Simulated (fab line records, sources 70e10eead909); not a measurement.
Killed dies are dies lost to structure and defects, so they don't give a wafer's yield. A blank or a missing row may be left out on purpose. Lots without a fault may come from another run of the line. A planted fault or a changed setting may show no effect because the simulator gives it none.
fab line records | flow nand_harc
record lots=5 wafers=15 last_day=32
route steps=1302 shown A_STAIRCASE@888 A_SGD_CUT@890
lots that met no fault: from a run of the same line without faults
start_h: hours from the record's first day to the start of the lot's first wafer shown | wait_h: hours since the lot's step before | " the same as in the row above | L1.1+2: a row that stands for several wafers | - no value, or no start given | * or withheld: withheld | < > ~ a bound
route shown NAME@n: a module of which the file shows steps, and the number in the route of the first | usual: mean/standard deviation of fault-free wafers | same: alike in all rows | chamber/n: place in a boat | sites: the reading at each site | _std_site: their standard deviation | _edge_site: outer sites' mean less inner sites' | radius_mm: how far each site lies from the wafer's centre | mask NAME#n: copy n | behind: the tool/chamber that last shaped the wafer | hold: why the lot was held/for how many hours/how that ended | device: the transistor (n, p or np) that didn't switch | end of line: the same wafers' tests at the end of the route | a step without rows: its recipe alone | killed: dies lost to structure and defects at the first sort, not the wafer's yield | map: a wafer's dies, x killed, . not, _ none there
set.NAME: the setting as run; set.NAME@STEP: as run at that earlier step | model.NAME: the simulator's own value behind a step, which no gauge read
lots at some steps of the route; a table a step, a row a wafer
services: from which hour (start_h, from the record's first day; less than 0 if before it) a tool's chamber was out of use, for how many hours, and why
## steps
# step NHARC_A_STAIRCASE_SRD_474
# columns lot.wafer tool chamber start_h wait_h
L079.2+5+4 wet_bench-09 7,2,3 491.49 0.0
L081.1+3+5 wet_bench-05 7,0,1 506.68 0.1
L088.6+2+3 wet_bench-05 0,1,3 578.23 0.0
L090.3+2+4 wet_bench-04 0,1,2 619.60 0.0
L092.3+1+2 wet_bench-09 4,6,7 633.49 0.0
# step NHARC_A_STAIRCASE_INSPECT_155
# usual raw_defect_count=428/130
# columns lot.wafer tool chamber start_h wait_h raw_defect_count
L079.2 defect_inspect-02 - 491.57 0.1 842
L079.4 " - " " 576
L079.5 " - " " 481
L081.1 defect_inspect-01 - 506.75 0.1 509
L081.3 " - " " 512
L081.5 " - " " 490
L088.2 defect_inspect-02 - 578.31 0.1 394
L088.3 " - " " 317
L088.6 " - " " 408
L090.2 defect_inspect-02 - 619.67 0.1 761
L090.3 " - " " 411
L090.4 " - " " 460
L092.1 defect_inspect-01 - 633.58 0.1 379
L092.2 " - " " 344
L092.3 " - " " 426
# step NHARC_A_SGD_CUT_DEP_00
# recipe target_thk_a=500 temp_c=400 target_thk_nm=50 flow_sccm=200 rf_w=450 material=SiNx
# usual heater_power_w=679/69
# columns lot.wafer tool chamber start_h wait_h heater_power_w
L079.2 pecvd-02 2 491.63 0.1 708
L079.5 " 0 " " 522
L079.4 " 1 " " 737
L081.3 pecvd-01 0 506.82 0.1 660
L081.1 " 1 " " 673
L081.5 " 0 " " 652
L088.2 pecvd-01 1 578.38 0.1 716
L088.3 " 2 " " 785
L088.6 " 0 " " 658
L090.3 pecvd-01 2 619.77 0.1 710
L090.2 " 0 " " 671
L090.4 " 0 " " 664
L092.3 pecvd-01 2 633.64 0.1 765
L092.1 " 0 " " 677
L092.2 " 1 " " 743
# step NHARC_A_SGD_CUT_DEHYDRATE_01
# recipe temp_c=150 time_s=120
# usual resist_line_temp_C=22.99/0.1
# columns lot.wafer tool chamber start_h wait_h resist_line_temp_C
L079.2 litho_track-01 0 491.90 0.2 23.13
L079.4 " 0 " " 23.03
L079.5 " 0 " " 23.06
L081.1 litho_track-04 0 507.09 0.2 23.05
L081.3 " 0 " " 23.06
L081.5 " 0 " " 23.21
L088.2 litho_track-01 0 578.65 0.2 22.80
L088.3 " 0 " " 23.11
L088.6 " 0 " " 22.97
L090.2 litho_track-01 0 620.01 0.2 22.88
L090.3 " 0 " " 22.98
L090.4 " 0 " " 22.95
L092.1 litho_track-06 0 633.91 0.2 22.90
L092.2 " 0 " " 23.05
L092.3 " 0 " " 22.94
# step NHARC_A_SGD_CUT_HMDS_02
# recipe time_s=30
# usual resist_line_temp_C=22.99/0.11
# columns lot.wafer tool chamber start_h wait_h resist_line_temp_C
L079.2 litho_track-01 0 - - 22.92
L079.4 " 0 " " 22.98
L079.5 " 0 " " 22.90
L081.1 litho_track-04 0 - - 23.12
L081.3 " 0 " " 23.01
L081.5 " 0 " " 23.19
L088.2 litho_track-01 0 - - 23.00
L088.3 " 0 " " 22.92
L088.6 " 0 " " 22.78
L090.2 litho_track-01 0 - - 23.02
L090.3 " 0 " " 23.19
L090.4 " 0 " " 23.04
L092.1 litho_track-06 0 - - 23.18
L092.2 " 0 " " 23.06
L092.3 " 0 " " 23.19
# step NHARC_A_SGD_CUT_COAT_56
# recipe temp_c=260 time_s=75
# usual resist_line_temp_C=23.00/0.1
# columns lot.wafer tool chamber start_h wait_h resist_line_temp_C
L079.2 litho_track-01 0 - - 22.99
L079.4 " 0 " " 23.01
L079.5 " 0 " " 23.13
L081.1 litho_track-04 0 - - 23.08
L081.3 " 0 " " 22.89
L081.5 " 0 " " 23.01
L088.2 litho_track-01 0 - - 23.08
L088.3 " 0 " " 22.92
L088.6 " 0 " " 23.01
L090.2 litho_track-01 0 - - 22.91
L090.3 " 0 " " 22.99
L090.4 " 0 " " 22.96
L092.1 litho_track-06 0 - - 23.03
L092.2 " 0 " " 23.03
L092.3 " 0 " " 22.95
# step NHARC_A_SGD_CUT_COAT_57
# recipe temp_c=225 time_s=65
# usual resist_line_temp_C=23.00/0.11
# columns lot.wafer tool chamber start_h wait_h resist_line_temp_C
L079.2 litho_track-01 0 - - 22.88
L079.4 " 0 " " 23.17
L079.5 " 0 " " 23.11
L081.1 litho_track-04 0 - - 22.99
L081.3 " 0 " " 23.04
L081.5 " 0 " " 22.95
L088.2 litho_track-01 0 - - 22.95
L088.3 " 0 " " 23.05
L088.6 " 0 " " 22.99
L090.2 litho_track-01 0 - - 23.05
L090.3 " 0 " " 23.06
L090.4 " 0 " " 22.98
L092.1 litho_track-06 0 - - 22.90
L092.2 " 0 " " 22.90
L092.3 " 0 " " 22.97
# step NHARC_A_SGD_CUT_COAT_03
# recipe spin_rpm=1500 resist_thk_nm=90
# usual resist_line_temp_C=22.98/0.1
# columns lot.wafer tool chamber start_h wait_h resist_line_temp_C
L079.2 litho_track-01 0 - - 23.06
L079.4 " 0 " " 22.99
L079.5 " 0 " " 23.08
L081.1 litho_track-04 0 - - 22.98
L081.3 " 0 " " 23.08
L081.5 " 0 " " 22.91
L088.2 litho_track-01 0 - - 22.84
L088.3 " 0 " " 23.07
L088.6 " 0 " " 23.00
L090.2 litho_track-01 0 - - 23.11
L090.3 " 0 " " 22.94
L090.4 " 0 " " 22.93
L092.1 litho_track-06 0 - - 23.00
L092.2 " 0 " " 23.03
L092.3 " 0 " " 22.95
# step NHARC_A_SGD_CUT_SOFTBAKE_04
# recipe temp_c=105 time_s=55
# usual resist_line_temp_C=23.00/0.1
# columns lot.wafer tool chamber start_h wait_h resist_line_temp_C
L079.2 litho_track-01 0 - - 23.12
L079.4 " 0 " " 23.05
L079.5 " 0 " " 23.20
L081.1 litho_track-04 0 - - 23.22
L081.3 " 0 " " 23.05
L081.5 " 0 " " 23.19
L088.2 litho_track-01 0 - - 23.01
L088.3 " 0 " " 23.02
L088.6 " 0 " " 22.79
L090.2 litho_track-01 0 - - 22.91
L090.3 " 0 " " 23.06
L090.4 " 0 " " 22.88
L092.1 litho_track-06 0 - - 23.03
L092.2 " 0 " " 23.13
L092.3 " 0 " " 22.90
# step NHARC_A_SGD_CUT_EBR_05
# usual resist_line_temp_C=22.98/0.13
# columns lot.wafer tool chamber start_h wait_h resist_line_temp_C
L079.2 litho_track-01 0 - - 23.07
L079.4 " 0 " " 23.12
L079.5 " 0 " " 23.14
L081.1 litho_track-04 0 - - 23.04
L081.3 " 0 " " 22.90
L081.5 " 0 " " 22.92
L088.2 litho_track-01 0 - - 23.02
L088.3 " 0 " " 23.01
L088.6 " 0 " " 22.82
L090.2 litho_track-01 0 - - 22.75
L090.3 " 0 " " 22.93
L090.4 " 0 " " 22.89
L092.1 litho_track-06 0 - - 22.75
L092.2 " 0 " " 22.74
L092.3 " 0 " " 22.76
# step NHARC_A_SGD_CUT_EXPOSE_06
# recipe na=1.35 dose_mj=85.59 mask_id=SGD
# usual exposure_dose_mJ_cm2=85.56/0.083
# columns lot.wafer tool chamber start_h wait_h mask exposure_dose_mJ_cm2
L079.2 arfi_scanner-01 0 492.22 - SGD#0 85.60
L079.4 " 0 " " SGD#0 85.74
L079.5 " 0 " " SGD#0 85.69
L081.1 arfi_scanner-03 0 507.27 - SGD#0 85.63
L081.3 " 0 " " SGD#0 85.54
L081.5 " 0 " " SGD#0 85.58
L088.2 arfi_scanner-03 0 578.84 - SGD#0 85.34
L088.3 " 0 " " SGD#0 85.49
L088.6 " 0 " " SGD#0 85.48
L090.2 arfi_scanner-02 0 620.20 - SGD#0 85.56
L090.3 " 0 " " SGD#0 85.58
L090.4 " 0 " " SGD#0 85.68
L092.1 arfi_scanner-03 0 634.22 - SGD#0 85.63
L092.2 " 0 " " SGD#0 85.67
L092.3 " 0 " " SGD#0 85.57
# step NHARC_A_SGD_CUT_PEB_07
# recipe peb_temp_c=100 peb_time_s=65
# usual resist_line_temp_C=22.98/0.1
# columns lot.wafer tool chamber start_h wait_h resist_line_temp_C
L079.2 litho_track-04 0 492.27 0.1 23.02
L079.4 " 0 " " 22.94
L079.5 " 0 " " 23.02
L081.1 litho_track-06 0 507.33 0.1 23.06
L081.3 " 0 " " 22.92
L081.5 " 0 " " 22.93
L088.2 litho_track-04 0 578.89 0.1 22.98
L088.3 " 0 " " 23.13
L088.6 " 0 " " 22.94
L090.2 litho_track-06 0 620.26 0.1 22.92
L090.3 " 0 " " 23.11
L090.4 " 0 " " 22.90
L092.1 litho_track-01 0 634.28 0.1 23.01
L092.2 " 0 " " 22.93
L092.3 " 0 " " 23.11
# step NHARC_A_SGD_CUT_DEVELOP_08
# recipe develop_time_s=35 dev_temp_c=23
# usual resist_line_temp_C=23.01/0.1
# columns lot.wafer tool chamber start_h wait_h resist_line_temp_C
L079.2 litho_track-04 0 - - 22.94
L079.4 " 0 " " 22.93
L079.5 " 0 " " 22.88
L081.1 litho_track-06 0 - - 22.96
L081.3 " 0 " " 22.94
L081.5 " 0 " " 23.07
L088.2 litho_track-04 0 - - 23.22
L088.3 " 0 " " 23.08
L088.6 " 0 " " 23.14
L090.2 litho_track-06 0 - - 23.21
L090.3 " 0 " " 23.26
L090.4 " 0 " " 23.11
L092.1 litho_track-01 0 - - 23.10
L092.2 " 0 " " 23.00
L092.3 " 0 " " 23.12
# step NHARC_A_SGD_CUT_CD_MEAS_09
# recipe target_cd_nm=100 landing_energy_ev=500
# usual cd_nm=99.9/0.52
# columns lot.wafer tool chamber start_h wait_h cd_nm
L079.2 cd_sem-02 0 492.35 - 99.7
L079.4 " 0 " " 100.6
L079.5 " 0 " " 99.5
L081.1 cd_sem-03 0 507.41 - 99.9
L081.3 " 0 " " 100.3
L081.5 " 0 " " 101.1
L088.2 cd_sem-01 0 578.97 - 99.9
L088.3 " 0 " " 99.6
L088.6 " 0 " " 99.7
L090.2 cd_sem-03 0 620.35 - 100.7
L090.3 " 0 " " 100.1
L090.4 " 0 " " 100.7
L092.1 cd_sem-03 0 634.36 - 99.8
L092.2 " 0 " " 99.4
L092.3 " 0 " " 99.0
# step NHARC_A_SGD_CUT_OVL_MEAS_10
# usual overlay_x_nm=-0.2/0.87 overlay_y_nm=-0.3/0.84
# columns lot.wafer tool chamber start_h wait_h overlay_x_nm overlay_y_nm
L079.2 overlay-01 - 492.44 - 0.2 0.6
L079.4 " - " " 0.1 0.2
L079.5 " - " " 0.1 0.5
L081.1 overlay-02 - 507.50 - 1.5 -0.2
L081.3 " - " " 1.6 -0.1
L081.5 " - " " 0.8 -0.4
L088.2 overlay-02 - 579.06 - 1.1 0.8
L088.3 " - " " 0.7 0.8
L088.6 " - " " 1.0 0.2
L090.2 overlay-01 - 620.43 - -0.6 -0.6
L090.3 " - " " -1.4 -0.3
L090.4 " - " " -1.1 0.1
L092.1 overlay-02 - 634.45 - -1.1 0.1
L092.2 " - " " -0.3 -0.5
L092.3 " - " " -0.8 0.0
# step NHARC_A_SGD_CUT_INSPECT_11
# usual raw_defect_count=52/28
# columns lot.wafer tool chamber start_h wait_h raw_defect_count
L079.2 defect_inspect-02 - 492.48 0.0 117
L079.4 " - " " 122
L079.5 " - " " 114
L081.1 defect_inspect-02 - 507.54 0.0 71
L081.3 " - " " 68
L081.5 " - " " 70
L088.2 defect_inspect-02 - 579.10 0.0 21
L088.3 " - " " 15
L088.6 " - " " 11
L090.2 defect_inspect-01 - 620.47 0.0 96
L090.3 " - " " 87
L090.4 " - " " 79
L092.1 defect_inspect-02 - 634.49 0.0 22
L092.2 " - " " 17
L092.3 " - " " 18
# step NHARC_A_SGD_CUT_DESCUM_14
# recipe time_s=3 o2_flow_sccm=200 ar_flow_sccm=0 bias_power_w=0 chemistry=O2
# usual chamber_pressure_mTorr=60.00/0.054 drypump_motor_current_A=5.8/0.32 mfc_ar_sccm=0.013/0.016 oes_product_au=0.997/0.011 rf_vpp_V=57.5/0.91 showerhead_plenum_p_Torr=1.84/0.077 throttle_valve_pct=11.311/0.0079
# columns lot.wafer tool chamber start_h wait_h chamber_pressure_mTorr drypump_motor_current_A mfc_ar_sccm oes_product_au rf_hours_counter_h rf_vpp_V showerhead_plenum_p_Torr throttle_valve_pct
L079.4 rie_diel-04 2 492.54 0.1 59.97 5.8 0 0.995 7.9 57.5 1.80 11.300
L079.2 " 1 " " 60.04 6.6 0 1.009 8.4 57.0 1.77 11.313
L079.5 " 3 " " 60.04 5.5 0.029 0.984 - 56.4 1.91 11.318
L081.3 rie_diel-01 2 507.60 0.1 59.95 5.6 0.042 1.006 6.7 57.3 1.79 11.309
L081.1 " 1 " " 60.04 5.9 0.012 0.987 5.3 56.7 1.79 11.313
L081.5 " 2 " " 59.95 5.7 0.042 0.997 - 59.6 1.79 11.317
L088.2 rie_diel-01 3 579.16 0.1 60.08 6.0 0 1.015 0.4 56.6 1.80 11.312
L088.3 " 0 " " 59.97 5.9 0 0.995 0.5 58.6 1.88 11.305
L088.6 " 0 " " 59.94 6.0 0 0.993 - 57.4 1.88 11.308
L090.2 rie_diel-04 2 620.54 0.1 59.95 5.8 0 0.998 6.4 56.5 1.79 11.308
L090.3 " 3 " " 60.01 5.5 0.029 1.006 5.6 56.6 1.91 11.317
L090.4 " 3 " " 59.93 5.5 0.029 1.005 - 57.2 1.91 11.294
L092.2 rie_diel-01 3 634.55 0.1 59.89 6.0 0 1.003 3.4 57.2 1.80 11.315
L092.3 " 0 " " 60.05 6.0 0 1.001 2.8 58.6 1.88 11.315
L092.1 " 2 " " 60.02 5.7 0.042 1.005 3.4 56.5 1.79 11.304
# step NHARC_A_SGD_CUT_ETCH_58
# recipe target_depth_a=390 over_etch_frac=0.3 time_s=65 ion_energy_ev=80 cf4_flow_sccm=150 ar_flow_sccm=0 rf_w=300 bias_w=100 chemistry=CF4
# usual chamber_pressure_mTorr=49.99/0.051 drypump_motor_current_A=5.8/0.31 mfc_ar_sccm=0.013/0.016 oes_product_au=0.995/0.011 rf_vpp_V=150.5/1.2 showerhead_plenum_p_Torr=1.70/0.066 throttle_valve_pct=13.285/0.0085
# columns lot.wafer tool chamber start_h wait_h chamber_pressure_mTorr drypump_motor_current_A mfc_ar_sccm oes_product_au rf_hours_counter_h rf_vpp_V showerhead_plenum_p_Torr throttle_valve_pct
L079.4 rie_diel-04 2 492.62 0.1 50.06 5.8 0 0.998 7.9 149.8 1.67 13.283
L079.2 " 0 " " 50.01 5.3 0.012 0.984 7.3 150.8 1.65 13.285
L079.5 " 2 " " 50.00 5.8 0 0.994 - 150.2 1.67 13.265
L081.1 rie_diel-01 2 507.70 0.1 49.92 5.7 0.042 0.999 6.7 149.3 1.66 13.281
L081.3 " 1 " " 50.00 5.9 0.012 0.987 5.3 150.8 1.66 13.282
L081.5 " 2 " " 49.96 5.6 0.042 1.001 - 150.0 1.66 13.273
L088.3 rie_diel-01 0 579.29 0.1 49.96 5.9 0 1.003 0.6 150.2 1.74 13.294
L088.2 " 2 " " 49.88 5.6 0.042 0.997 0.6 149.5 1.66 13.299
L088.6 " 3 " " 50.04 6.0 0 1.006 - 149.0 1.67 13.282
L090.3 rie_diel-04 3 620.63 0.1 49.98 5.5 0.029 1.015 5.6 151.2 1.77 13.288
L090.2 " 2 " " 49.93 5.8 0 0.990 6.4 149.1 1.67 13.277
L090.4 " 0 " " 49.98 5.3 0.012 0.983 - 148.4 1.65 13.283
L092.2 rie_diel-01 2 634.63 0.1 49.92 5.6 0.042 1.002 3.4 150.1 1.66 13.288
L092.3 " 3 " " 49.99 6.0 0 1.003 3.4 149.0 1.67 13.302
L092.1 " 0 " " 50.05 5.9 0 1.007 2.8 151.9 1.74 13.298
# step NHARC_A_SGD_CUT_ETCH_59
# recipe target_depth_a=2600 over_etch_frac=0.25 time_s=406.25 ion_energy_ev=200 n2_flow_sccm=150 h2_flow_sccm=150 ar_flow_sccm=0 rf_w=400 bias_w=150 chemistry=N2/H2
# usual chamber_pressure_mTorr=30.000/0.026 drypump_motor_current_A=5.8/0.32 mfc_ar_sccm=0.013/0.016 oes_product_au=0.996/0.01 rf_vpp_V=428.1/2.5 showerhead_plenum_p_Torr=1.95/0.084 throttle_valve_pct=14.171/0.0087
# columns lot.wafer tool chamber start_h wait_h chamber_pressure_mTorr drypump_motor_current_A mfc_ar_sccm oes_product_au rf_hours_counter_h rf_vpp_V showerhead_plenum_p_Torr throttle_valve_pct
L079.2 rie_diel-04 2 - - 29.989 5.8 0 1.000 8.0 428.7 1.91 14.165
L079.4 " 3 " " 29.951 5.5 0.029 0.985 6.3 430.6 2.04 14.170
L079.5 " 3 " " 30.017 5.5 0.029 0.987 - 429.8 2.04 14.166
L081.1 rie_diel-01 2 - - 30.072 5.7 0.042 0.988 6.8 425.9 1.91 14.187
L081.3 " 3 " " 29.988 6.0 0 0.998 6.2 427.4 1.91 14.175
L081.5 " 3 " " 30.001 6.0 0 1.002 - 428.4 1.91 14.174
L088.3 rie_diel-01 2 - - 29.987 5.7 0.042 0.996 0.7 426.4 1.90 14.188
L088.2 " 3 " " 30.007 6.0 0 1.008 0.5 426.0 1.91 14.176
L088.6 " 3 " " 30.015 6.0 0 1.009 - 427.2 1.91 14.175
L090.3 rie_diel-04 0 - - 29.997 5.4 0.012 0.987 5.2 426.7 1.88 14.172
L090.2 " 3 " " 29.979 5.5 0.029 1.016 5.7 431.0 2.04 14.152
L090.4 " 3 " " 29.997 5.5 0.029 1.020 - 432.0 2.04 14.173
L092.1 rie_diel-01 1 - - 29.984 6.0 0.012 0.987 3.6 425.9 1.90 14.154
L092.2 " 2 " " 30.014 5.7 0.042 0.996 3.5 426.0 1.90 14.175
L092.3 " 0 " " 29.963 6.0 0 0.994 2.8 429.7 2.00 14.171
# step NHARC_A_SGD_CUT_ETCH_15
# recipe target_depth_a=750 time_s=64.3 ch3f_flow_sccm=50 o2_flow_sccm=30 ar_flow_sccm=200 rf_w=500 bias_w=100 chemistry=CH3F/O2
# usual chamber_pressure_mTorr=24.999/0.024 drypump_motor_current_A=5.8/0.33 mfc_ar_sccm=200.0/0.57 oes_product_au=0.955/0.018 rf_vpp_V=262.3/1.7 showerhead_plenum_p_Torr=2.36/0.095 throttle_valve_pct=20.664/0.0089
# columns lot.wafer tool chamber start_h wait_h chamber_pressure_mTorr drypump_motor_current_A mfc_ar_sccm oes_product_au rf_hours_counter_h rf_vpp_V showerhead_plenum_p_Torr throttle_valve_pct
L079.4 rie_diel-04 1 - - 24.978 6.5 199.0 0.974 8.6 260.8 2.28 20.664
L079.2 " 3 " " 25.006 5.5 199.7 0.931 6.5 264.1 2.46 20.666
L079.5 " 0 " " 24.998 5.3 199.7 0.951 - 260.6 2.28 20.679
L081.1 rie_diel-01 3 - - 25.008 6.0 200.0 0.964 6.4 261.4 2.32 20.660
L081.3 " 1 " " 25.024 5.9 199.7 0.948 5.6 260.9 2.30 20.668
L081.5 " 3 " " 24.998 6.0 200.0 0.957 - 262.0 2.32 20.663
L088.3 rie_diel-01 1 - - 24.988 6.0 200.8 0.949 0.9 262.7 2.30 20.670
L088.2 " 0 " " 25.018 6.0 200.3 0.947 0.8 264.0 2.41 20.650
L088.6 " 1 " " 24.959 5.9 200.3 0.936 - 262.4 2.30 20.669
L090.3 rie_diel-04 2 - - 24.966 5.8 200.1 0.944 6.6 260.4 2.31 20.669
L090.2 " 0 " " 24.971 5.3 199.3 0.932 5.4 259.9 2.28 20.673
L090.4 " 0 " " 25.027 5.3 200.6 0.942 - 260.6 2.28 20.658
L092.2 rie_diel-01 1 - - 25.026 5.9 199.8 0.968 3.7 262.2 2.30 20.663
L092.3 " 2 " " 25.030 5.7 200.3 0.980 3.7 261.1 2.30 20.664
L092.1 " 3 " " 25.003 6.0 199.4 0.960 3.6 260.7 2.31 20.654
# step NHARC_A_SGD_CUT_ETCH_16
# recipe target_depth_a=3105 time_s=155.2 c4f8_flow_sccm=withheld o2_flow_sccm=8 ar_flow_sccm=withheld rf_w=600 bias_w=800 chemistry=C4F8/O2/Ar
# usual chamber_pressure_mTorr=24.998/0.026 oes_product_au=0.966/0.016 rf_vpp_V=719/4.3
# columns lot.wafer tool chamber start_h wait_h chamber_pressure_mTorr oes_product_au rf_hours_counter_h rf_vpp_V
L079.2 rie_diel-04 3 - - 25.014 0.945 6.5 724
L079.4 " 1 " " 24.989 0.990 8.6 716
L079.5 " 0 " " 24.981 0.968 - 717
L081.3 rie_diel-01 3 - - 24.975 0.964 6.5 718
L081.1 " 1 " " 25.000 0.954 5.6 718
L081.5 " 2 " " 25.026 0.972 - 716
L088.3 rie_diel-01 0 - - 24.968 0.944 0.8 721
L088.2 " 1 " " 25.004 0.957 0.9 718
L088.6 " 1 " " 25.070 0.944 - 716
L090.3 rie_diel-04 0 - - 25.011 0.947 5.4 717
L090.2 " 3 " " 25.010 0.975 6.0 724
L090.4 " 2 " " 24.935 0.974 - 715
L092.3 rie_diel-01 2 - - 25.032 0.983 3.7 717
L092.2 " 3 " " 25.007 0.972 3.6 717
L092.1 " 0 " " 24.943 0.964 3.0 721
# step NHARC_A_SGD_CUT_STRIP_60
# recipe c4f8_flow_sccm=withheld o2_flow_sccm=8 ar_flow_sccm=withheld bias_w=0 chemistry=C4F8/O2/Ar
# columns lot.wafer tool chamber start_h wait_h
L079.2+4+5 rie_diel-04 0,1,0 - -
L081.3+1+5 rie_diel-01 3,1,2 - -
L088.2+3+6 rie_diel-01 0,1,3 - -
L090.3+2+4 rie_diel-04 3,0,3 - -
L092.2+1+3 rie_diel-01 1,2,0 - -
# step NHARC_A_SGD_CUT_STRIP_17
# recipe o2_flow_sccm=500 ar_flow_sccm=0 bias_w=0 chemistry=O2
# usual chamber_pressure_mTorr=59.99/0.059 drypump_motor_current_A=5.8/0.33 mfc_ar_sccm=0.013/0.016 oes_product_au=0.996/0.0099 rf_vpp_V=57.5/0.83 showerhead_plenum_p_Torr=3.39/0.13 throttle_valve_pct=17.037/0.0097
# columns lot.wafer tool chamber start_h wait_h chamber_pressure_mTorr drypump_motor_current_A mfc_ar_sccm oes_product_au rf_hours_counter_h rf_vpp_V showerhead_plenum_p_Torr throttle_valve_pct
L079.2 rie_diel-04 1 - - 59.89 6.5 0 1.013 8.7 56.2 3.29 17.045
L079.4 " 3 " " 60.01 5.5 0.029 0.980 6.6 56.7 3.53 17.018
L079.5 " 0 " " 60.02 5.3 0.012 0.988 - 57.2 3.29 17.047
L081.1 rie_diel-01 1 - - 60.05 6.0 0.012 0.985 5.7 57.5 3.31 17.049
L081.3 " 2 " " 59.97 5.7 0.042 0.999 7.1 57.6 3.32 17.026
L081.5 " 3 " " 59.87 6.1 0 0.998 - 57.0 3.33 17.032
L088.3 rie_diel-01 3 - - 59.91 6.0 0 1.001 0.8 56.5 3.33 17.043
L088.2 " 0 " " 60.00 5.9 0 0.993 0.9 58.1 3.47 17.041
L088.6 " 3 " " 60.02 6.0 0 1.001 - 57.7 3.33 17.047
L090.3 rie_diel-04 2 - - 59.96 5.8 0 0.996 6.8 56.2 3.32 17.045
L090.2 " 3 " " 60.04 5.5 0.029 1.011 6.0 59.6 3.52 17.030
L090.4 " 0 " " 60.04 5.3 0.012 0.989 - 56.0 3.28 17.031
L092.3 rie_diel-01 2 - - 59.95 5.7 0.042 1.007 3.8 57.8 3.31 17.029
L092.2 " 0 " " 59.90 5.9 0 1.003 3.0 57.9 3.47 17.038
L092.1 " 1 " " 59.96 5.9 0.012 0.997 3.9 56.5 3.31 17.035
# step NHARC_A_SGD_CUT_PRECLEAN_18
# recipe time_s=* temp_c=50 bath_age_min=0 chemistry=SC1
# columns lot.wafer tool chamber start_h wait_h
L079.4+2+5 wet_bench-01 4,6,0 493.52 -
L081.1+5+3 wet_bench-01 5,7,0 508.74 -
L088.3+2+6 wet_bench-01 6,7,1 580.18 -
L090.2+3+4 wet_bench-06 2,3,6 621.67 -
L092.3+1+2 wet_bench-06 3,4,7 635.52 -
# step NHARC_A_SGD_CUT_SRD_19
# columns lot.wafer tool chamber start_h wait_h
L079.4+2+5 wet_bench-01 4,6,0 - -
L081.1+5+3 wet_bench-01 5,7,0 - -
L088.3+2+6 wet_bench-01 6,7,1 - -
L090.2+3+4 wet_bench-06 2,3,6 - -
L092.3+1+2 wet_bench-06 3,4,7 - -
# step NHARC_A_SGD_CUT_DEP_20
# recipe target_thk_a=1500 temp_c=65 material=SiO2
# columns lot.wafer tool chamber start_h wait_h
L079.2+4+5 fcvd-02 0,1,1 493.68 -
L081.1+3+5 fcvd-01 0,1,0 508.88 -
L088.2+3+6 fcvd-02 1,0,1 580.34 -
L090.2+3+4 fcvd-01 0,0,1 621.81 -
L092.1+2+3 fcvd-01 1,0,1 635.67 -
# step NHARC_A_SGD_CUT_ANNEAL_27
# recipe temp_c=450 time_s=1800
# usual spike_tc_bottom_C=473.3/1.8
# columns lot.wafer tool chamber start_h wait_h spike_tc_bottom_C
L079.2 furnace-02 0 500.58 6.9 475.5
L079.4 " 0 " " 474.1
L079.5 " 0 " " 475.2
L081.1 furnace-01 0 513.28 4.4 474.9
L081.3 " 0 " " 474.6
L081.5 " 0 " " 475.1
L088.2 furnace-07 0 583.23 2.9 472.2
L088.3 " 0 " " 472.5
L088.6 " 0 " " 473.3
L090.2 furnace-07 0 625.38 3.6 473.0
L090.3 " 0 " " 472.1
L090.4 " 0 " " 470.6
L092.1 furnace-07 0 639.00 3.3 470.4
L092.2 " 0 " " 471.3
L092.3 " 0 " " 472.3
# step NHARC_A_SGD_CUT_CMP_21
# recipe target_thk_nm=148.19
# usual motor_current_A=11.8/1.1 time_to_endpoint_s=51.3/2.9
# columns lot.wafer tool chamber start_h wait_h motor_current_A time_to_endpoint_s
L079.2 cmp-03 3 502.04 0.4 11.1 51.7
L079.4 " 2 " " 12.4 53.0
L079.5 " 0 " " 10.9 51.0
L081.1 cmp-01 2 514.74 0.4 12.8 53.6
L081.3 " 0 " " 12.6 48.5
L081.5 " 2 " " 12.7 49.3
L088.3 cmp-01 1 584.68 0.4 13.0 52.8
L088.2 " 0 " " 13.2 54.1
L088.6 " 1 " " 12.4 52.1
L090.4 cmp-03 2 626.86 0.4 12.4 56.1
L090.3 " 3 " " 11.3 55.5
L090.2 " 0 " " 11.0 54.4
L092.1 cmp-03 1 640.46 0.4 11.2 55.4
L092.2 " 2 " " 12.7 55.4
L092.3 " 3 " " 12.0 56.4
# step NHARC_A_SGD_CUT_THK_MEAS_22
# recipe thk_meas_gauge=ellipsometry
# usual thk_nm=148.0/1.4
# columns lot.wafer tool chamber start_h wait_h thk_nm
L079.2 film_metro-01 - 502.29 0.2 147.6
L079.4 " - " " 147.5
L079.5 " - " " 149.1
L081.1 film_metro-02 - 514.97 0.2 147.0
L081.3 " - " " 147.3
L081.5 " - " " 145.9
L088.2 film_metro-02 - 584.94 0.2 150.5
L088.3 " - " " 149.4
L088.6 " - " " 149.0
L090.2 film_metro-01 - 627.09 0.2 147.8
L090.3 " - " " 150.3
L090.4 " - " " 149.1
L092.1 film_metro-01 - 640.69 0.2 144.4
L092.2 " - " " 147.7
L092.3 " - " " 149.5
# step NHARC_A_SGD_CUT_SRD_23
# columns lot.wafer tool chamber start_h wait_h
L079.5+4+2 wet_bench-01 6,1,3 502.33 0.0
L081.5+1+3 wet_bench-01 4,5,6 515.02 0.0
L088.2+3+6 wet_bench-01 2,5,6 584.98 0.0
L090.3+4+2 wet_bench-07 0,1,3 627.13 0.0
L092.1+3+2 wet_bench-06 5,0,1 640.74 0.0
# step NHARC_A_SGD_CUT_ETCH_26
# recipe target_depth_a=458 chemistry=dHF material=SiO2
# columns lot.wafer tool chamber start_h wait_h
L079.5+4+2 wet_bench-01 6,1,3 502.35 0.0
L081.5+1+3 wet_bench-01 4,5,6 515.04 0.0
L088.2+3+6 wet_bench-01 2,5,6 585.01 0.0
L090.3+4+2 wet_bench-07 0,1,3 627.17 0.0
L092.1+3+2 wet_bench-06 5,0,1 640.76 0.0
## services
# columns tool chamber start_h hours kind
pecvd-01 - 492.85 13.0 pm
litho_track-01 - 505.00 7.0 pm
rie_diel-01 0 505.73 16.7 repair
rie_diel-01 3 509.96 8.8 repair
wet_bench-06 - 514.91 1.8 repair
fcvd-01 - 516.97 3.5 repair
arfi_scanner-03 - 522.47 2.2 repair
litho_track-06 - 529.00 7.0 pm
rie_diel-04 - 532.05 9.0 pm
pecvd-01 - 545.39 3.4 repair
wet_bench-06 - 545.60 8.0 pm
fcvd-01 - 547.00 13.0 pm
arfi_scanner-03 - 548.21 4.0 pm
litho_track-04 - 553.00 7.0 pm
rie_diel-01 - 557.90 9.0 pm
fcvd-01 - 563.48 1.6 repair
cmp-03 - 564.60 4.0 pm
cmp-03 - 573.88 1.9 repair
rie_diel-01 0 584.93 15.9 repair
wet_bench-01 - 590.10 7.3 repair
rie_diel-01 1 602.96 5.1 repair
rie_diel-04 1 618.33 43.9 repair
wet_bench-01 - 629.60 8.0 pm
pecvd-01 - 631.15 0.5 repair
## key
fault none
